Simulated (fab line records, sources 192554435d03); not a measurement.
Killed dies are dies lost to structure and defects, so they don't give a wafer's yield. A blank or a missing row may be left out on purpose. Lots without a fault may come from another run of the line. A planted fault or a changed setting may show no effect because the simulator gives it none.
Chamber matching | flow n5_finfet | N5_BEOL_M6_ETCH_72 on rie_diel-01: 4 sister chambers
The step etches underlayer in N2/H2, target depth 6.5 nm, time 5.2 s. 4 wafers are shown with their chamber, then 8 later ones without.

WAFERS WITH THEIR CHAMBER
wafer  | chamber | showerhead_plenum_p_Torr (Torr)
L081.4 | 0       | 2.58
L084.4 | 1       | 2.68
L084.6 | 2       | 2.53
L093.3 | 3       | 2.39

WAFERS WITHOUT THEIR CHAMBER
wafer  | showerhead_plenum_p_Torr (Torr)
L093.4 | 2.67
L093.6 | 2.39
L094.1 | 2.66
L094.2 | 2.57
L094.3 | 2.52
L094.4 | 2.39
L094.5 | 2.66
L094.6 | 2.57

WHICH CHAMBER EACH WENT THROUGH
wafer  | from the rows above | in truth
L093.4 | 1                   | 1
L093.6 | 3                   | 3
L094.1 | 1                   | 1
L094.2 | 0                   | 0
L094.3 | 2                   | 2
L094.4 | 3                   | 3
L094.5 | 1                   | 1
L094.6 | 0                   | 0
Placed correctly: 8 of 8. Can't be placed from these rows: 0. Placed wrongly: 0.
How it was worked out, from the rows above alone: a wafer's distance from a chamber is the root of the sum, over the readings, of the square of ((its reading less the chamber's mean) divided by the reading's scatter). The wafer belongs to the nearest chamber; if the next one is less than 2 further off, it can't be placed. A chamber's mean is the mean of its shown wafers. The scatter: with one shown wafer a chamber, the root of the mean of the squares of how far each hidden wafer lies from its nearest shown one.
